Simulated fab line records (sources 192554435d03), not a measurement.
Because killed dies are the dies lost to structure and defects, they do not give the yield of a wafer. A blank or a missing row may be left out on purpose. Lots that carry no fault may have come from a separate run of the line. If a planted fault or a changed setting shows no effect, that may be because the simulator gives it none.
fab line records	flow n5Finfet
record: lots: 10	wafers: 26	lastDay: 18
route steps=1938 shown BEOL_M11@1552 PASSIVATION@1936
lots with no fault: from the same line, run without faults
startH: start of the lot's first displayed wafer, in hours after the record's first day	waitH: hours from the lot's prior step to this one	" as in the row above	L1.1+2: a row that stands for several wafers	- no value, or no start given	* or withheld: withheld	< > ~ a bound
route shown NAME@n: a module of which the file shows steps, and the number in the route of the first	usual: mean/standard deviation of fault-free wafers	same: alike in all rows	chamber/n: place in a boat	sites: readings site by site	_std_site: how widely they spread, as a standard deviation	_edge_site: mean of outer sites minus mean of inner sites	radiusMm: how far each site lies from the wafer's centre	mask NAME#n: copy n	behind: the tool/chamber that last shaped the wafer	hold: cause of the lot's hold/its duration in hours/its outcome	device: names the non-switching transistor (n, p or np)	end of line: at the end of the route, the tests of the same wafers	a step with no rows: only its recipe	killed: at the first sort, the dies lost to defects and structure; wafer yield is something else	map: a wafer's dies, x killed, . not, _ none there
set.NAME: the setting that was run; set.NAME@STEP: the one run at that earlier step	model.NAME: the simulator's own value behind a step, which no gauge read
steps of the route over a sample of lots; a table a step, a row a wafer
services: a tool's chamber out of use, with start hour (startH, from the record's first day; less than 0 if before it), hours out, and reason
== steps ==
step: N5_BEOL_M11_DESCUM_16
recipe: chemistry: O2	timeS: 7.9	sourcePowerW: 50	biasPowerW: 20	pressureMtorr: 20	rfFrequencyHz: 2.712e+07	tempC: 40	resist: CAR-ArF	o2FlowSccm: 225
usual: drypumpMotorCurrentA: 5.8/0.49	oesProductAu: 0.76/0.099	rfVppV: 243.4/1.3	showerheadPlenumPTorr: 2.12/0.066	throttleValvePct: 20.48/0.2
lot.wafer	tool	chamber	startH	waitH	drypumpMotorCurrentA	oesProductAu	rfHoursCounterH	rfVppV	showerheadPlenumPTorr	throttleValvePct
L675.1	rieDiel-06	1	215.55	0.1	5.7	0.68	213	244.4	2.17	20.37
L675.2	"	2	"	"	6.7	0.78	143	242.6	2.02	20.48
L675.5	"	0	"	"	5.7	0.70	-	243.4	2.19	20.55
L676.3	rieDiel-06	3	222.05	0.1	5.2	0.73	216	241.2	2.00	20.64
L676.4	"	1	"	"	5.7	0.69	215	243.5	2.17	20.37
L676.5	"	3	"	"	5.2	0.74	-	242.5	2.00	20.63
L682.1	rieDiel-03	1	271.82	0.0	6.4	0.67	255	244.3	2.14	20.56
L682.6	"	2	"	"	5.6	0.76	-	242.9	2.13	20.83
L683.1	rieDiel-06	0	279.32	0.2	5.7	0.68	229	243.7	2.19	20.60
L683.3	"	1	"	"	5.7	0.67	233	244.0	2.17	20.39
L683.4	"	2	"	"	6.7	0.76	164	241.4	2.01	20.50
L684.2	rieDiel-06	0	279.90	0.0	5.7	0.68	229	244.0	2.19	20.58
L684.3	"	1	"	"	5.7	0.67	234	244.5	2.17	20.40
L684.6	"	1	"	"	5.7	0.67	-	244.7	2.17	20.39
L685.3	rieDiel-06	0	289.27	0.5	5.7	0.67	232	242.8	2.18	20.58
L685.6	"	3	"	"	5.2	0.71	-	241.2	1.99	20.68
L686.1	rieDiel-06	3	291.81	0.0	5.2	0.71	240	241.8	1.99	20.68
L686.2	"	2	"	"	6.7	0.76	168	242.0	2.01	20.51
L686.6	"	1	"	"	5.7	0.67	-	244.1	2.17	20.40
L693.1	rieDiel-03	0	341.72	0.2	5.9	0.68	238	243.3	2.14	20.50
L693.5	"	0	"	"	5.9	0.68	-	243.9	2.14	20.50
L694.1	rieDiel-05	1	354.98	0.0	5.1	0.68	236	242.6	2.15	20.65
L694.4	"	3	"	"	6.1	0.89	-	241.9	2.05	20.21
L694.5	"	1	"	"	5.1	0.68	-	243.9	2.15	20.64
L697.1	rieDiel-05	0	375.50	0.5	5.3	0.71	214	245.0	2.15	20.28
L697.3	"	3	"	"	6.0	0.87	28	242.5	2.05	20.24
step: N5_BEOL_M11_STRIP_67
recipe: chemistry: CF4	resist: SiARC	powerW: 300	biasPowerW: 75	pressureMtorr: 50	cf4FlowSccm: 150	rfFrequencyHz: 6e+07
usual: cf4FlowSccm: 150.0/0.45	drypumpMotorCurrentA: 5.8/0.5	oesProductAu: 0.76/0.1	rfVppV: 271.5/1.5	showerheadPlenumPTorr: 1.81/0.051	throttleValvePct: 13.62/0.22
lot.wafer	tool	chamber	startH	waitH	cf4FlowSccm	drypumpMotorCurrentA	oesProductAu	rfHoursCounterH	rfVppV	showerheadPlenumPTorr	throttleValvePct
L675.1	rieDiel-06	1	215.78	0.0	150.0	5.7	0.69	213	272.1	1.84	13.51
L675.2	"	2	"	"	150.5	6.7	0.76	143	269.4	1.73	13.65
L675.5	"	0	"	"	150.3	5.7	0.71	-	272.2	1.84	13.53
L676.3	rieDiel-06	3	222.28	0.0	150.2	5.2	0.73	216	268.1	1.73	13.83
L676.4	"	1	"	"	150.0	5.7	0.68	215	273.0	1.84	13.52
L676.5	"	3	"	"	149.7	5.2	0.73	-	269.9	1.73	13.82
L682.1	rieDiel-03	1	272.05	0.0	150.3	6.5	0.66	255	272.3	1.81	13.78
L682.6	"	2	"	"	150.4	5.6	0.76	-	270.0	1.80	13.83
L683.1	rieDiel-06	0	279.55	0.0	149.6	5.7	0.69	229	273.2	1.83	13.57
L683.3	"	1	"	"	150.9	5.7	0.68	234	271.9	1.84	13.55
L683.4	"	2	"	"	149.9	6.7	0.74	164	269.4	1.72	13.68
L684.2	rieDiel-06	0	280.14	0.0	149.8	5.7	0.69	229	272.4	1.83	13.58
L684.3	"	1	"	"	149.6	5.7	0.67	234	272.3	1.84	13.56
L684.6	"	1	"	"	149.7	5.7	0.67	-	271.5	1.84	13.56
L685.3	rieDiel-06	0	289.50	0.0	149.9	5.7	0.68	232	272.2	1.83	13.59
L685.6	"	3	"	"	149.7	5.2	0.71	-	267.7	1.73	13.90
L686.1	rieDiel-06	3	292.04	0.0	149.6	5.2	0.72	241	267.8	1.73	13.92
L686.2	"	2	"	"	151.0	6.7	0.75	168	270.7	1.72	13.69
L686.6	"	1	"	"	149.6	5.7	0.67	-	271.3	1.84	13.57
L693.1	rieDiel-03	0	341.96	0.0	150.1	5.9	0.69	238	273.8	1.84	13.75
L693.5	"	0	"	"	150.9	5.9	0.68	-	273.3	1.84	13.74
L694.1	rieDiel-05	1	355.28	0.0	149.9	5.1	0.68	236	273.6	1.85	13.94
L694.4	"	1	"	"	149.6	5.1	0.68	-	271.2	1.85	13.91
L694.5	"	1	"	"	149.9	5.1	0.68	-	272.5	1.85	13.92
L697.1	rieDiel-05	0	375.73	0.0	150.1	5.3	0.71	214	272.3	1.86	13.60
L697.3	"	3	"	"	149.9	6.1	0.88	28	271.2	1.75	13.31
step: N5_BEOL_M11_DESCUM_33
recipe: chemistry: O2	timeS: 7.9	sourcePowerW: 50	biasPowerW: 20	pressureMtorr: 20	rfFrequencyHz: 2.712e+07	tempC: 40	resist: CAR-ArF	o2FlowSccm: 225
usual: drypumpMotorCurrentA: 5.8/0.51	oesProductAu: 0.74/0.094	rfVppV: 243.3/1.4	showerheadPlenumPTorr: 2.11/0.077	throttleValvePct: 20.50/0.19
lot.wafer	tool	chamber	startH	waitH	drypumpMotorCurrentA	oesProductAu	rfHoursCounterH	rfVppV	showerheadPlenumPTorr	throttleValvePct
L675.1	rieDiel-06	2	216.63	0.0	6.7	0.77	143	242.5	2.02	20.48
L675.2	"	3	"	"	5.2	0.73	214	241.3	2.00	20.62
L675.5	"	0	"	"	5.8	0.69	-	243.3	2.19	20.56
L676.3	rieDiel-03	2	225.48	0.0	5.6	0.76	122	243.4	2.13	20.83
L676.4	"	0	"	"	5.9	0.71	202	244.6	2.15	20.43
L676.5	"	2	"	"	5.6	0.76	-	242.8	2.13	20.81
L682.1	rieDiel-06	0	272.93	0.2	5.7	0.69	226	242.9	2.19	20.56
L682.6	"	0	"	"	5.7	0.68	-	244.4	2.19	20.57
L684.2	rieDiel-06	2	283.54	0.1	6.7	0.77	165	242.0	2.01	20.49
L684.3	"	0	"	"	5.7	0.68	230	246.2	2.19	20.57
L684.6	"	0	"	"	5.7	0.68	-	244.7	2.19	20.61
L683.1	rieDiel-06	2	284.37	0.4	6.7	0.76	166	242.6	2.01	20.51
L683.3	"	0	"	"	5.7	0.67	230	243.1	2.19	20.58
L683.4	"	1	"	"	5.7	0.67	235	244.7	2.17	20.40
L685.3	rieDiel-06	2	292.49	0.2	6.8	0.75	168	241.9	2.01	20.51
L685.6	"	0	"	"	5.7	0.67	-	243.4	2.18	20.58
L686.1	rieDiel-06	2	293.48	0.5	6.8	0.75	168	241.6	2.01	20.52
L686.2	"	1	"	"	5.7	0.67	238	244.0	2.17	20.38
L686.6	"	0	"	"	5.7	0.67	-	243.8	2.18	20.57
L693.1	rieDiel-05	2	344.13	0.0	6.3	0.70	252	243.6	2.16	20.44
L693.5	"	1	"	"	5.1	0.68	-	243.8	2.16	20.64
L694.1	rieDiel-03	2	357.22	0.0	5.7	0.73	157	241.9	2.11	20.89
L694.4	"	1	"	"	6.4	0.92	-	243.3	2.13	20.20
L694.5	"	0	"	"	5.9	0.69	-	244.4	2.14	20.50
L697.1	rieDiel-06	2	379.46	0.4	6.7	0.74	198	242.6	2.00	20.56
L697.3	"	0	"	"	5.7	0.97	3	244.4	2.17	20.29
step: N5_BEOL_M11_ETCH_65
recipe: chemistry: CF4	target: SiARC	targetDepthA: 390	maskMaterial: CAR-ArF	timeS: 65	ionEnergyEv: 80	pressureMtorr: 40	sourceW: 545	biasW: 36	Ar_flow_sccm: 100	cf4FlowSccm: 100	ends: cleared
usual: cf4FlowSccm: 100.0/0.3	drypumpMotorCurrentA: 5.8/0.51	etchRfOnTimeS: 65.5/1.7	oesProductAu: 0.63/0.083	rfVppV: 184.2/1.3	showerheadPlenumPTorr: 2.15/0.068	throttleValvePct: 15.65/0.21
lot.wafer	tool	chamber	startH	waitH	cf4FlowSccm	drypumpMotorCurrentA	etchRfOnTimeS	oesProductAu	rfHoursCounterH	rfVppV	showerheadPlenumPTorr	throttleValvePct
L675.1	rieDiel-06	2	216.66	0.0	100.4	6.7	65.8	0.65	143	182.1	2.07	15.70
L675.2	"	3	"	"	99.8	5.1	64.0	0.63	214	182.4	2.06	15.82
L675.5	"	0	"	"	99.9	5.7	66.9	0.60	-	185.2	2.18	15.45
L676.3	rieDiel-03	2	225.52	0.0	99.5	5.6	67.5	0.64	122	183.1	2.16	15.85
L676.4	"	0	"	"	100.2	5.9	66.4	0.59	202	183.3	2.22	15.67
L676.5	"	2	"	"	99.8	5.6	68.1	0.64	-	185.0	2.16	15.87
L682.1	rieDiel-06	0	272.96	0.0	100.0	5.7	67.1	0.58	226	185.4	2.18	15.49
L682.6	"	0	"	"	100.3	5.7	67.4	0.57	-	184.3	2.18	15.48
L684.2	rieDiel-06	2	283.58	0.0	100.1	6.7	65.3	0.64	165	184.1	2.07	15.71
L684.3	"	0	"	"	100.3	5.7	67.8	0.57	230	184.3	2.18	15.51
L684.6	"	0	"	"	99.7	5.7	67.9	0.57	-	184.5	2.18	15.50
L683.1	rieDiel-06	2	284.41	0.0	99.9	6.7	128.9	0.52	166	181.7	2.07	15.72
L683.3	"	0	"	"	100.2	5.7	134.9	0.46	230	182.1	2.18	15.50
L683.4	"	1	"	"	99.9	5.7	65.0	0.57	235	184.0	2.21	15.58
L685.3	rieDiel-06	2	292.53	0.0	100.2	6.7	129.6	0.51	168	182.5	2.06	15.73
L685.6	"	0	"	"	99.7	5.8	68.5	0.57	-	184.3	2.18	15.51
L686.1	rieDiel-06	2	293.51	0.0	100.0	6.7	129.3	0.52	168	182.9	2.06	15.74
L686.2	"	1	"	"	99.5	5.7	64.7	0.58	238	185.9	2.21	15.60
L686.6	"	0	"	"	99.7	5.7	68.8	0.57	-	186.3	2.18	15.49
L693.1	rieDiel-05	2	344.17	0.0	100.0	6.3	66.0	0.59	252	183.1	2.18	15.56
L693.5	"	1	"	"	100.4	5.1	65.1	0.58	-	184.8	2.21	15.94
L694.1	rieDiel-03	2	357.26	0.0	99.5	5.6	66.9	0.63	157	184.8	2.15	15.93
L694.4	"	1	"	"	100.5	6.5	66.2	0.78	-	184.2	2.18	15.34
L694.5	"	0	"	"	100.1	5.9	67.7	0.57	-	183.1	2.20	15.78
L697.1	rieDiel-06	2	379.49	0.0	99.8	6.8	65.8	0.61	198	185.0	2.05	15.81
L697.3	"	0	"	"	99.1	5.7	65.4	0.81	3	185.7	2.17	15.07
step: N5_PASSIVATION_PROBE_49
usual: defectLimitedYield: 91.5/1.5	killed_at_M0_to_M3: 32/10	killed_at_M4_up: 13/4.9	killedAtContacts: 13/6.1	killedAtFrontEnd: 38/11	killedAtOther: 3/3.2	killedDies: 101/18	killedOpen: 66/13	killedShort: 32/8.3	sort_bin_4_leakage: 0.00/0.018	sort_bin_5_function: 5.0/1	sort_bin_6_memory: 3.2/0.74	sort_bin_8_speed: 0.1/1.1	sortNPass: 1078/22	sortYieldPct: 91.3/1.9
same: grossDies: 1180	killedAtBackSide: 0
lot.wafer	tool	chamber	startH	waitH	defectLimitedYield[%]	killed_at_M0_to_M3	killed_at_M4_up	killedAtContacts	killedAtFrontEnd	killedAtOther	killedDies	killedOpen	killedShort	sort_bin_4_leakage[%]	sort_bin_5_function[%]	sort_bin_6_memory[%]	sort_bin_8_speed[%]	sortNPass	sortYieldPct[%]
L683.1	prober-02	-	329.41	0.0	90.5	52	21	2	35	2	112	77	32	0	4.8	4.5	0	1068	90.5
L684.2	prober-01	-	333.62	0.3	93.3	29	10	7	33	0	79	43	31	0.17	3.8	2.4	0	1099	93.1
L684.3	prober-01	-	333.67	0.3	92.7	16	24	13	31	2	86	59	25	0	4.2	3.1	0	1094	92.7
L684.6	prober-01	-	333.82	0.5	92.9	21	12	15	27	9	84	63	18	0	4.3	2.8	0	1096	92.9
L694.1	prober-01	-	406.16	0.0	94.0	39	8	9	15	0	71	53	16	0	3.2	2.7	0	1109	94.0
L694.4	prober-01	-	406.31	0.2	90.8	49	13	10	36	1	109	68	40	0	6.3	2.7	0	1071	90.8
L694.5	prober-01	-	406.36	0.2	92.5	28	7	10	42	1	88	56	31	0	4.5	2.4	0	1092	92.5
killed by level:class
L683.1 BEOL_M0_SAQP:geometricParticle:short=11 BEOL_M1:geometricParticle:open=11 BEOL_M2:geometricParticle:open=11 STI_FIN_REVEAL:geometricParticle:open=8 BEOL_M4:geometricParticle:open=8 FIN_SAQP:geometricParticle:short=7 BEOL_M0_SAQP:geometricParticle:open=7 FIN_SAQP:geometricParticle:open=6
L684.2 FIN_SAQP:geometricParticle:short=8 STI_FIN_REVEAL:geometricParticle:open=6 MOL_CONTACT_COAG:geometricParticle:open=6 BEOL_M3:geometricParticle:open=6 DUMMY_GATE:geometricParticle:open=5 BEOL_M2:geometricParticle:open=5 BEOL_M0_SAQP:geometricParticle:short=4 BEOL_M0_SAQP:geometricParticle:open=3
L684.3 MOL_CONTACT_COAG:geometricParticle:open=10 BEOL_M5:geometricParticle:open=7 BEOL_M4:geometricParticle:open=7 FIN_SAQP:geometricParticle:short=6 DUMMY_GATE:geometricParticle:open=5 BEOL_M3:geometricParticle:open=5 STARTING-WAFER:geometricParticle:open=5 BEOL_M1:geometricParticle:open=4
L684.6 MOL_CONTACT_COAG:geometricParticle:open=11 FIN_SAQP:geometricParticle:short=8 FIN_SAQP:geometricParticle:open=7 BEOL_M3:geometricParticle:open=7 MIM_TOP_ETCH:geometricParticle:open=6 DUMMY_GATE:geometricParticle:open=5 BEOL_M1:geometricParticle:open=4 BEOL_M4:geometricParticle:open=4
L694.1 MOL_CONTACT_COAG:geometricParticle:open=9 BEOL_M3:geometricParticle:open=9 BEOL_M1:geometricParticle:open=7 BEOL_M0_SAQP:geometricParticle:open=6 BEOL_M2:geometricParticle:open=6 FIN_SAQP:geometricParticle:open=5 BEOL_M0_SAQP:geometricParticle:short=3 BEOL_M3:geometricParticle:short=3
L694.4 BEOL_M3:geometricParticle:open=10 BEOL_M0_SAQP:geometricParticle:short=9 FIN_SAQP:geometricParticle:open=8 BEOL_M4:geometricParticle:open=8 STI_FIN_REVEAL:geometricParticle:open=8 BEOL_M2:geometricParticle:open=7 FIN_SAQP:geometricParticle:short=6 MOL_CONTACT_COAG:geometricParticle:open=6
L694.5 FIN_SAQP:geometricParticle:short=15 FIN_SAQP:geometricParticle:open=12 MOL_CONTACT_COAG:geometricParticle:open=9 STI_FIN_REVEAL:geometricParticle:open=8 BEOL_M1:geometricParticle:open=7 BEOL_M3:geometricParticle:open=6 BEOL_M0_SAQP:geometricParticle:short=6 BEOL_M0_SAQP:geometricParticle:open=4
== services ==
tool	chamber	startH	hours	kind
rieDiel-03	-	242.73	14.6	pm
rieDiel-03	3	279.83	-	clean
rieDiel-03	3	279.83	-	consumableReplace:focusRing
rieDiel-03	3	279.83	23.5	scheduledDown
rieDiel-03	3	279.83	23.5	ventCycle
rieDiel-05	1	282.09	17.6	repair
rieDiel-05	2	299.70	4.2	repair
rieDiel-05	-	302.74	1.0	repair
rieDiel-06	3	323.07	-	clean
rieDiel-06	3	323.07	-	consumableReplace:focusRing
rieDiel-06	3	323.07	-	consumableReplace:showerhead
rieDiel-06	3	323.07	16.6	scheduledDown
rieDiel-06	3	323.07	16.6	ventCycle
rieDiel-06	1	329.32	4.8	repair
rieDiel-06	1	340.37	-	clean
rieDiel-06	1	340.37	-	consumableReplace:focusRing
rieDiel-06	1	340.37	16.4	scheduledDown
rieDiel-06	1	340.37	16.4	ventCycle
rieDiel-05	2	346.06	7.8	repair
rieDiel-03	3	352.59	6.3	repair
rieDiel-06	0	356.74	-	clean
rieDiel-06	0	356.74	-	consumableReplace:focusRing
rieDiel-06	0	356.74	13.6	scheduledDown
rieDiel-06	0	356.74	13.6	ventCycle
== key ==
firstSign: step: N5_BEOL_M11_ETCH_65	reading: etchRfOnTimeS	direction: up	sigmas: 38	usual: *	struck: *
effect none on later readings
metAt N5_BEOL_M11_ETCH_65
struckLots L683,L685,L686
struckWafers L683.1,L683.3,L685.3,L686.1
baselineLoss: step: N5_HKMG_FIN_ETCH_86	wafers: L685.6
notActingAt N5_BEOL_M11_DESCUM_16,N5_BEOL_M11_STRIP_67,N5_BEOL_M11_DESCUM_33
onsetBetween 283.58 284.41
fault: kind: processParameterDrift	tool: rieDiel-06	chamber: -	onsetH: 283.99	steps: N5_BEOL_M11_ETCH_65	channel: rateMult	offset: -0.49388	shape: step	endH: 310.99	scope: struckWafersOnly
baselineLoss: these wafers lose ten dies or more at that step, a loss of the line's own and not of a fault; the sort's usual values leave them out
